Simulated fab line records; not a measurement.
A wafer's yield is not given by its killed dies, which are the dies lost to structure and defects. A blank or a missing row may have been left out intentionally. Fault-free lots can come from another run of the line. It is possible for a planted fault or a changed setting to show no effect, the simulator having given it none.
Which tool was responsible? / flow n5-finfet / Sampling: 24 lots, 72 wafers, 5 of 1938 route steps

WHAT THE GAUGES READ, wafer by wafer
N5_BEOL_M2_RS_MEAS_58: measurement is done with a four-point probe. Usual: M2_RS 0.67 ohm/sq, standard deviation 0.034.
lot=L074; measured=day 6 23:25; on=film-metro-01; M2_RS (ohm/sq)=0.74 0.66 0.65; flag=
lot=L075; measured=day 7 10:59; on=film-metro-01; M2_RS (ohm/sq)=0.61 0.63 0.60; flag=
lot=L076; measured=day 7 11:13; on=film-metro-02; M2_RS (ohm/sq)=0.69 0.69 0.69; flag=
lot=L077; measured=day 7 13:03; on=film-metro-02; M2_RS (ohm/sq)=0.65 0.70 0.71; flag=
lot=L078; measured=day 8 02:32; on=film-metro-02; M2_RS (ohm/sq)=0.73 0.68 0.68; flag=
lot=L079; measured=day 8 04:32; on=film-metro-02; M2_RS (ohm/sq)=0.69 0.71 0.74; flag=
lot=L080; measured=day 8 16:35; on=film-metro-01; M2_RS (ohm/sq)=0.68 0.66 0.68; flag=
lot=L081; measured=day 8 21:30; on=film-metro-01; M2_RS (ohm/sq)=0.71 0.70 0.71; flag=
lot=L082; measured=day 9 02:26; on=film-metro-01; M2_RS (ohm/sq)=0.70 0.65 0.62; flag=
lot=L083; measured=day 9 04:13; on=film-metro-02; M2_RS (ohm/sq)=0.62 0.68 0.63; flag=
lot=L084; measured=day 9 06:12; on=film-metro-01; M2_RS (ohm/sq)=0.68 0.67 0.66; flag=
lot=L085; measured=day 9 09:07; on=film-metro-01; M2_RS (ohm/sq)=0.69 0.66 0.74; flag=
lot=L086; measured=day 10 09:08; on=film-metro-02; M2_RS (ohm/sq)=0.67 0.75 0.73; flag=
lot=L089; measured=day 10 19:47; on=film-metro-02; M2_RS (ohm/sq)=0.65 0.66 0.67; flag=
lot=L087; measured=day 10 20:01; on=film-metro-01; M2_RS (ohm/sq)=0.64 0.65 0.63; flag=
lot=L088; measured=day 10 21:52; on=film-metro-01; M2_RS (ohm/sq)=0.67 0.71 0.65; flag=
lot=L090; measured=day 11 00:49; on=film-metro-02; M2_RS (ohm/sq)=0.73 0.68 0.69; flag=
lot=L091; measured=day 11 00:58; on=film-metro-02; M2_RS (ohm/sq)=0.66 0.69 0.69; flag=
lot=L092; measured=day 11 07:04; on=film-metro-01; M2_RS (ohm/sq)=0.63 0.66 0.61; flag=
lot=L093; measured=day 12 00:01; on=film-metro-01; M2_RS (ohm/sq)=0.68 0.63 0.67; flag=
lot=L094; measured=day 12 19:12; on=film-metro-01; M2_RS (ohm/sq)=0.63 0.62 0.62; flag=
lot=L096; measured=day 12 21:19; on=film-metro-01; M2_RS (ohm/sq)=0.66 0.64 0.67; flag=
lot=L097; measured=day 13 14:46; on=film-metro-01; M2_RS (ohm/sq)=0.74 0.64 0.63; flag=
lot=L095; measured=day 14 02:31; on=film-metro-01; M2_RS (ohm/sq)=0.64 0.67 0.66; flag=

N5_BEOL_M3_INSPECT_13: inspects for defects (brightfield). Usual: 393 for raw-defect-count, sd 110.
lot=L074; measured=day 7 00:57; on=defect-inspect-02; raw-defect-count=386 349 383; flag=
lot=L075; measured=day 7 12:19; on=defect-inspect-01; raw-defect-count=422 347 264; flag=
lot=L076; measured=day 7 12:36; on=defect-inspect-01; raw-defect-count=361 520 371; flag=
lot=L077; measured=day 7 13:45; on=defect-inspect-01; raw-defect-count=331 412 378; flag=
lot=L078; measured=day 8 03:14; on=defect-inspect-02; raw-defect-count=527 416 668; flag=
lot=L079; measured=day 8 05:22; on=defect-inspect-01; raw-defect-count=768 595 524; flag=
lot=L080; measured=day 8 17:30; on=defect-inspect-01; raw-defect-count=321 441 424; flag=
lot=L081; measured=day 8 23:07; on=defect-inspect-01; raw-defect-count=315 338 380; flag=
lot=L082; measured=day 9 03:52; on=defect-inspect-02; raw-defect-count=380 290 294; flag=
lot=L083; measured=day 9 05:48; on=defect-inspect-02; raw-defect-count=369 316 367; flag=
lot=L084; measured=day 9 08:46; on=defect-inspect-01; raw-defect-count=363 361 381; flag=
lot=L085; measured=day 9 10:10; on=defect-inspect-01; raw-defect-count=398 449 309; flag=
lot=L086; measured=day 10 10:38; on=defect-inspect-01; raw-defect-count=395 342 295; flag=
lot=L089; measured=day 10 21:21; on=defect-inspect-02; raw-defect-count=434 352 528; flag=
lot=L087; measured=day 10 21:26; on=defect-inspect-02; raw-defect-count=440 498 603; flag=
lot=L088; measured=day 11 00:04; on=defect-inspect-01; raw-defect-count=391 388 309; flag=
lot=L090; measured=day 11 03:07; on=defect-inspect-01; raw-defect-count=298 336 369; flag=
lot=L091; measured=day 11 03:09; on=defect-inspect-01; raw-defect-count=283 455 328; flag=
lot=L092; measured=day 11 09:26; on=defect-inspect-01; raw-defect-count=425 431 284; flag=
lot=L093; measured=day 12 01:36; on=defect-inspect-02; raw-defect-count=339 627 611; flag=
lot=L094; measured=day 12 21:25; on=defect-inspect-02; raw-defect-count=350 410 460; flag=
lot=L096; measured=day 12 22:16; on=defect-inspect-01; raw-defect-count=324 541 335; flag=
lot=L097; measured=day 13 15:28; on=defect-inspect-01; raw-defect-count=329 352 254; flag=
lot=L095; measured=day 14 03:53; on=defect-inspect-02; raw-defect-count=495 492 360; flag=

WHICH TOOL RAN EACH LOT (tool, then ch and the chambers of the sampled wafers, then the start)
lot=L074; N5_BEOL_M2_PRE_CLEAN_45=pvd-sputter-01, day 6 17:23; N5_BEOL_M2_ANNEAL_87=pvd-sputter-02, day 6 18:47; N5_BEOL_M2_SPUTTER_88=pvd-sputter-02, day 6 18:55
lot=L075; N5_BEOL_M2_PRE_CLEAN_45=pvd-sputter-01, day 7 06:40; N5_BEOL_M2_ANNEAL_87=pvd-sputter-03, day 7 07:59; N5_BEOL_M2_SPUTTER_88=pvd-sputter-03, day 7 08:07
lot=L076; N5_BEOL_M2_PRE_CLEAN_45=pvd-sputter-01, day 7 06:45; N5_BEOL_M2_ANNEAL_87=pvd-sputter-01, day 7 08:07; N5_BEOL_M2_SPUTTER_88=pvd-sputter-01, day 7 08:15
lot=L077; N5_BEOL_M2_PRE_CLEAN_45=pvd-sputter-03, day 7 06:47; N5_BEOL_M2_ANNEAL_87=pvd-sputter-02, day 7 09:46; N5_BEOL_M2_SPUTTER_88=pvd-sputter-02, day 7 09:54
lot=L078; N5_BEOL_M2_PRE_CLEAN_45=pvd-sputter-03, day 7 17:41; N5_BEOL_M2_ANNEAL_87=pvd-sputter-03, day 7 19:01; N5_BEOL_M2_SPUTTER_88=pvd-sputter-03, day 7 19:09
lot=L079; N5_BEOL_M2_PRE_CLEAN_45=pvd-sputter-01, day 7 19:29; N5_BEOL_M2_ANNEAL_87=pvd-sputter-02, day 7 20:44; N5_BEOL_M2_SPUTTER_88=pvd-sputter-02, day 7 20:53
lot=L080; N5_BEOL_M2_PRE_CLEAN_45=pvd-sputter-02, day 8 11:38; N5_BEOL_M2_ANNEAL_87=pvd-sputter-01, day 8 12:55; N5_BEOL_M2_SPUTTER_88=pvd-sputter-01, day 8 13:04
lot=L081; N5_BEOL_M2_PRE_CLEAN_45=pvd-sputter-03, day 8 17:55; N5_BEOL_M2_ANNEAL_87=pvd-sputter-02, day 8 19:26; N5_BEOL_M2_SPUTTER_88=pvd-sputter-02, day 8 19:34
lot=L082; N5_BEOL_M2_PRE_CLEAN_45=pvd-sputter-02, day 8 22:53; N5_BEOL_M2_ANNEAL_87=pvd-sputter-02, day 9 00:22; N5_BEOL_M2_SPUTTER_88=pvd-sputter-02, day 9 00:31
lot=L083; N5_BEOL_M2_PRE_CLEAN_45=pvd-sputter-02, day 8 22:58; N5_BEOL_M2_ANNEAL_87=pvd-sputter-03, day 9 02:09; N5_BEOL_M2_SPUTTER_88=pvd-sputter-03, day 9 02:17
lot=L084; N5_BEOL_M2_PRE_CLEAN_45=pvd-sputter-01, day 9 02:47; N5_BEOL_M2_ANNEAL_87=pvd-sputter-03, day 9 04:05; N5_BEOL_M2_SPUTTER_88=pvd-sputter-03, day 9 04:14
lot=L085; N5_BEOL_M2_PRE_CLEAN_45=pvd-sputter-03, day 9 05:43; N5_BEOL_M2_ANNEAL_87=pvd-sputter-02, day 9 07:02; N5_BEOL_M2_SPUTTER_88=pvd-sputter-02, day 9 07:11
lot=L086; N5_BEOL_M2_PRE_CLEAN_45=pvd-sputter-01, day 10 05:43; N5_BEOL_M2_ANNEAL_87=pvd-sputter-01, day 10 07:04; N5_BEOL_M2_SPUTTER_88=pvd-sputter-01, day 10 07:13
lot=L089; N5_BEOL_M2_PRE_CLEAN_45=pvd-sputter-03, day 10 16:17; N5_BEOL_M2_ANNEAL_87=pvd-sputter-01, day 10 17:43; N5_BEOL_M2_SPUTTER_88=pvd-sputter-01, day 10 17:51
lot=L087; N5_BEOL_M2_PRE_CLEAN_45=pvd-sputter-03, day 10 16:24; N5_BEOL_M2_ANNEAL_87=pvd-sputter-03, day 10 17:55; N5_BEOL_M2_SPUTTER_88=pvd-sputter-03, day 10 18:04
lot=L088; N5_BEOL_M2_PRE_CLEAN_45=pvd-sputter-01, day 10 16:47; N5_BEOL_M2_ANNEAL_87=pvd-sputter-02, day 10 19:29; N5_BEOL_M2_SPUTTER_88=pvd-sputter-02, day 10 19:38
lot=L090; N5_BEOL_M2_PRE_CLEAN_45=pvd-sputter-02, day 10 21:08; N5_BEOL_M2_ANNEAL_87=pvd-sputter-02, day 10 22:38; N5_BEOL_M2_SPUTTER_88=pvd-sputter-02, day 10 22:46
lot=L091; N5_BEOL_M2_PRE_CLEAN_45=pvd-sputter-02, day 10 21:13; N5_BEOL_M2_ANNEAL_87=pvd-sputter-01, day 10 22:50; N5_BEOL_M2_SPUTTER_88=pvd-sputter-01, day 10 22:59
lot=L092; N5_BEOL_M2_PRE_CLEAN_45=pvd-sputter-01, day 11 03:44; N5_BEOL_M2_ANNEAL_87=pvd-sputter-02, day 11 04:59; N5_BEOL_M2_SPUTTER_88=pvd-sputter-02, day 11 05:08
lot=L093; N5_BEOL_M2_PRE_CLEAN_45=pvd-sputter-01, day 11 20:34; N5_BEOL_M2_ANNEAL_87=pvd-sputter-03, day 11 21:56; N5_BEOL_M2_SPUTTER_88=pvd-sputter-03, day 11 22:05
lot=L094; N5_BEOL_M2_PRE_CLEAN_45=pvd-sputter-01, day 12 15:42; N5_BEOL_M2_ANNEAL_87=pvd-sputter-03, day 12 17:02; N5_BEOL_M2_SPUTTER_88=pvd-sputter-03, day 12 17:11
lot=L096; N5_BEOL_M2_PRE_CLEAN_45=pvd-sputter-01, day 12 18:00; N5_BEOL_M2_ANNEAL_87=pvd-sputter-03, day 12 19:15; N5_BEOL_M2_SPUTTER_88=pvd-sputter-03, day 12 19:23
lot=L097; N5_BEOL_M2_PRE_CLEAN_45=pvd-sputter-01, day 13 11:16; N5_BEOL_M2_ANNEAL_87=pvd-sputter-02, day 13 12:40; N5_BEOL_M2_SPUTTER_88=pvd-sputter-02, day 13 12:48
lot=L095; N5_BEOL_M2_PRE_CLEAN_45=pvd-sputter-02, day 13 22:47; N5_BEOL_M2_ANNEAL_87=pvd-sputter-02, day 14 00:25; N5_BEOL_M2_SPUTTER_88=pvd-sputter-02, day 14 00:34
- N5_BEOL_M2_PRE_CLEAN_45: time 30 s.
- N5_BEOL_M2_ANNEAL_87: time 240 s.
- N5_BEOL_M2_SPUTTER_88: material Cu, target thk 4.5 nm, time 8.29 s.

WHAT THE TOOLS THEMSELVES READ (means of the sampled wafers that have a number; where no wafer has one, the mark that the record gives instead)
N5_BEOL_M2_PRE_CLEAN_45. Usual: heater-power-w 331 W, standard deviation 25; susceptor-temp-C 250.01 C, standard deviation 0.15.
lot=L074; tool=pvd-sputter-01; heater-power-w (W)=316; susceptor-temp-C (C)=250.05; flag=
lot=L075; tool=pvd-sputter-01; heater-power-w (W)=317; susceptor-temp-C (C)=250.04; flag=
lot=L076; tool=pvd-sputter-01; heater-power-w (W)=320; susceptor-temp-C (C)=249.94; flag=
lot=L077; tool=pvd-sputter-03; heater-power-w (W)=354; susceptor-temp-C (C)=249.94; flag=
lot=L078; tool=pvd-sputter-03; heater-power-w (W)=354; susceptor-temp-C (C)=250.00; flag=
lot=L079; tool=pvd-sputter-01; heater-power-w (W)=322; susceptor-temp-C (C)=250.11; flag=
lot=L080; tool=pvd-sputter-02; heater-power-w (W)=311; susceptor-temp-C (C)=250.06; flag=
lot=L081; tool=pvd-sputter-03; heater-power-w (W)=391; susceptor-temp-C (C)=249.90; flag=
lot=L082; tool=pvd-sputter-02; heater-power-w (W)=327; susceptor-temp-C (C)=249.97; flag=
lot=L083; tool=pvd-sputter-02; heater-power-w (W)=333; susceptor-temp-C (C)=249.84; flag=
lot=L084; tool=pvd-sputter-01; heater-power-w (W)=318; susceptor-temp-C (C)=250.08; flag=
lot=L085; tool=pvd-sputter-03; heater-power-w (W)=370; susceptor-temp-C (C)=250.03; flag=
lot=L086; tool=pvd-sputter-01; heater-power-w (W)=317; susceptor-temp-C (C)=250.08; flag=
lot=L089; tool=pvd-sputter-03; heater-power-w (W)=353; susceptor-temp-C (C)=250.07; flag=
lot=L087; tool=pvd-sputter-03; heater-power-w (W)=334; susceptor-temp-C (C)=249.93; flag=
lot=L088; tool=pvd-sputter-01; heater-power-w (W)=317; susceptor-temp-C (C)=249.98; flag=
lot=L090; tool=pvd-sputter-02; heater-power-w (W)=345; susceptor-temp-C (C)=250.12; flag=
lot=L091; tool=pvd-sputter-02; heater-power-w (W)=334; susceptor-temp-C (C)=249.95; flag=
lot=L092; tool=pvd-sputter-01; heater-power-w (W)=330; susceptor-temp-C (C)=250.08; flag=
lot=L093; tool=pvd-sputter-01; heater-power-w (W)=319; susceptor-temp-C (C)=249.89; flag=
lot=L094; tool=pvd-sputter-01; heater-power-w (W)=325; susceptor-temp-C (C)=249.95; flag=
lot=L096; tool=pvd-sputter-01; heater-power-w (W)=317; susceptor-temp-C (C)=250.12; flag=
lot=L097; tool=pvd-sputter-01; heater-power-w (W)=328; susceptor-temp-C (C)=250.00; flag=
lot=L095; tool=pvd-sputter-02; heater-power-w (W)=332; susceptor-temp-C (C)=249.76; flag=

N5_BEOL_M2_ANNEAL_87. Usual: heater-power-w 834 W, standard deviation 71; susceptor-temp-C 399.96 C, standard deviation 0.23.
lot=L074; tool=pvd-sputter-02; heater-power-w (W)=821; susceptor-temp-C (C)=400.12; flag=
lot=L075; tool=pvd-sputter-03; heater-power-w (W)=871; susceptor-temp-C (C)=399.93; flag=
lot=L076; tool=pvd-sputter-01; heater-power-w (W)=805; susceptor-temp-C (C)=399.97; flag=
lot=L077; tool=pvd-sputter-02; heater-power-w (W)=831; susceptor-temp-C (C)=400.27; flag=
lot=L078; tool=pvd-sputter-03; heater-power-w (W)=905; susceptor-temp-C (C)=399.87; flag=
lot=L079; tool=pvd-sputter-02; heater-power-w (W)=778; susceptor-temp-C (C)=399.87; flag=
lot=L080; tool=pvd-sputter-01; heater-power-w (W)=795; susceptor-temp-C (C)=400.00; flag=
lot=L081; tool=pvd-sputter-02; heater-power-w (W)=822; susceptor-temp-C (C)=399.80; flag=
lot=L082; tool=pvd-sputter-02; heater-power-w (W)=783; susceptor-temp-C (C)=399.80; flag=
lot=L083; tool=pvd-sputter-03; heater-power-w (W)=952; susceptor-temp-C (C)=399.94; flag=
lot=L084; tool=pvd-sputter-03; heater-power-w (W)=912; susceptor-temp-C (C)=400.04; flag=
lot=L085; tool=pvd-sputter-02; heater-power-w (W)=866; susceptor-temp-C (C)=399.98; flag=
lot=L086; tool=pvd-sputter-01; heater-power-w (W)=813; susceptor-temp-C (C)=400.06; flag=
lot=L089; tool=pvd-sputter-01; heater-power-w (W)=812; susceptor-temp-C (C)=400.11; flag=
lot=L087; tool=pvd-sputter-03; heater-power-w (W)=829; susceptor-temp-C (C)=399.99; flag=
lot=L088; tool=pvd-sputter-02; heater-power-w (W)=831; susceptor-temp-C (C)=399.59; flag=
lot=L090; tool=pvd-sputter-02; heater-power-w (W)=774; susceptor-temp-C (C)=400.09; flag=
lot=L091; tool=pvd-sputter-01; heater-power-w (W)=789; susceptor-temp-C (C)=399.95; flag=
lot=L092; tool=pvd-sputter-02; heater-power-w (W)=764; susceptor-temp-C (C)=399.91; flag=
lot=L093; tool=pvd-sputter-03; heater-power-w (W)=917; susceptor-temp-C (C)=399.88; flag=
lot=L094; tool=pvd-sputter-03; heater-power-w (W)=904; susceptor-temp-C (C)=399.85; flag=
lot=L096; tool=pvd-sputter-03; heater-power-w (W)=792; susceptor-temp-C (C)=399.98; flag=
lot=L097; tool=pvd-sputter-02; heater-power-w (W)=792; susceptor-temp-C (C)=400.18; flag=
lot=L095; tool=pvd-sputter-02; heater-power-w (W)=829; susceptor-temp-C (C)=399.98; flag=

N5_BEOL_M2_SPUTTER_88. Usual: susceptor-temp-C -20.00 C, standard deviation 0.12; throttle-valve-pct 30.2 %, standard deviation 1.2.
lot=L074; tool=pvd-sputter-02; susceptor-temp-C (C)=-20.04; throttle-valve-pct (%)=30.7; flag=
lot=L075; tool=pvd-sputter-03; susceptor-temp-C (C)=-19.94; throttle-valve-pct (%)=29.6; flag=
lot=L076; tool=pvd-sputter-01; susceptor-temp-C (C)=-20.02; throttle-valve-pct (%)=31.5; flag=
lot=L077; tool=pvd-sputter-02; susceptor-temp-C (C)=-19.96; throttle-valve-pct (%)=31.1; flag=
lot=L078; tool=pvd-sputter-03; susceptor-temp-C (C)=-20.08; throttle-valve-pct (%)=28.5; flag=
lot=L079; tool=pvd-sputter-02; susceptor-temp-C (C)=-19.94; throttle-valve-pct (%)=30.7; flag=
lot=L080; tool=pvd-sputter-01; susceptor-temp-C (C)=-19.93; throttle-valve-pct (%)=31.5; flag=
lot=L081; tool=pvd-sputter-02; susceptor-temp-C (C)=-19.99; throttle-valve-pct (%)=30.0; flag=
lot=L082; tool=pvd-sputter-02; susceptor-temp-C (C)=-20.12; throttle-valve-pct (%)=30.5; flag=
lot=L083; tool=pvd-sputter-03; susceptor-temp-C (C)=-20.09; throttle-valve-pct (%)=28.5; flag=
lot=L084; tool=pvd-sputter-03; susceptor-temp-C (C)=-19.90; throttle-valve-pct (%)=28.5; flag=
lot=L085; tool=pvd-sputter-02; susceptor-temp-C (C)=-19.98; throttle-valve-pct (%)=30.0; flag=
lot=L086; tool=pvd-sputter-01; susceptor-temp-C (C)=-19.91; throttle-valve-pct (%)=31.1; flag=
lot=L089; tool=pvd-sputter-01; susceptor-temp-C (C)=-20.14; throttle-valve-pct (%)=31.8; flag=
lot=L087; tool=pvd-sputter-03; susceptor-temp-C (C)=-19.97; throttle-valve-pct (%)=29.8; flag=
lot=L088; tool=pvd-sputter-02; susceptor-temp-C (C)=-20.11; throttle-valve-pct (%)=30.6; flag=
lot=L090; tool=pvd-sputter-02; susceptor-temp-C (C)=-19.98; throttle-valve-pct (%)=30.7; flag=
lot=L091; tool=pvd-sputter-01; susceptor-temp-C (C)=-19.93; throttle-valve-pct (%)=31.4; flag=
lot=L092; tool=pvd-sputter-02; susceptor-temp-C (C)=-20.05; throttle-valve-pct (%)=30.5; flag=
lot=L093; tool=pvd-sputter-03; susceptor-temp-C (C)=-19.89; throttle-valve-pct (%)=28.5; flag=
lot=L094; tool=pvd-sputter-03; susceptor-temp-C (C)=-20.03; throttle-valve-pct (%)=29.3; flag=
lot=L096; tool=pvd-sputter-03; susceptor-temp-C (C)=-20.02; throttle-valve-pct (%)=29.2; flag=
lot=L097; tool=pvd-sputter-02; susceptor-temp-C (C)=-20.05; throttle-valve-pct (%)=30.9; flag=
lot=L095; tool=pvd-sputter-02; susceptor-temp-C (C)=-20.01; throttle-valve-pct (%)=30.5; flag=

THE ANSWER, worked out from the rows above alone
Rule: a lot counts as off when the mean over its wafers that have a number is more than 3 standard deviations away from the usual mean. Also off: a lot with no number at a reading for which 4 or more lots have one. The other lots that the step has rows for count as sound. Order of review: gauges by route order, followed by the tools' own readings, for which a lot's mean as printed above is used. The first step at which some lot is off is used, and at that step the reading that is off furthest; a lot without a number counts as furthest.
Nothing can be told from this: no lot is off at any reading shown.

WHAT THE SIMULATOR PUT IN
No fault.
